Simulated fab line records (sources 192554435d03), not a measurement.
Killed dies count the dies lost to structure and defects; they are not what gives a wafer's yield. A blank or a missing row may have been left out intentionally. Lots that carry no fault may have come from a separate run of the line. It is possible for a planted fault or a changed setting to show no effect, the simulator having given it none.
The tool behind it: which one? :: flow n5_finfet :: 6 lots (18 wafers sampled), 1 step of a 1938-step route

## WHAT THE GAUGES READ, wafer by wafer
N5_BEOL_M8_OVL_MEAS_12.
lot: L398
measured: day 9 16:58
on: overlay-02
M8_OVL (nm): 1.2 1.6 -0.9

lot: L404
measured: day 10 23:58
on: overlay-02
M8_OVL (nm): 0.4 0.8 0.9

lot: L405
measured: day 11 08:39
on: overlay-01
M8_OVL (nm): 0.0 -0.7 0.4

lot: L410
measured: day 12 15:14
on: overlay-01
M8_OVL (nm): -0.2 -0.2 -0.9

lot: L419
measured: day 15 02:07
on: overlay-02
M8_OVL (nm): 0.1 1.3 -0.4

lot: L420
measured: day 15 07:22
on: overlay-01
M8_OVL (nm): -0.2 -0.2 -0.2

## TOOL THAT RAN EACH LOT (tool first, then ch and the chambers of the sampled wafers, then the start)
No process step before these readings appears in the record.

## THE ANSWER, worked out from the rows above alone
Rule: the lots themselves supply what counts as usual. The widest of any qualifying gaps counts: lots, ordered by their means at a reading, are off when they make up no more than a third of the lots, leave a main group of 4 or more, and stand apart from it by 3 or more times the standard deviation of that group's means. A main group is skipped when, at the precision printed for the reading in the tables above, its means are all equal. A lot without any number at a reading at which 4 lots or more have one is off too. All remaining lots with rows at the step are treated as sound.
Across all readings shown, no lot is off: no conclusion can be drawn from this.

## WHAT THE SIMULATOR HAD PUT IN
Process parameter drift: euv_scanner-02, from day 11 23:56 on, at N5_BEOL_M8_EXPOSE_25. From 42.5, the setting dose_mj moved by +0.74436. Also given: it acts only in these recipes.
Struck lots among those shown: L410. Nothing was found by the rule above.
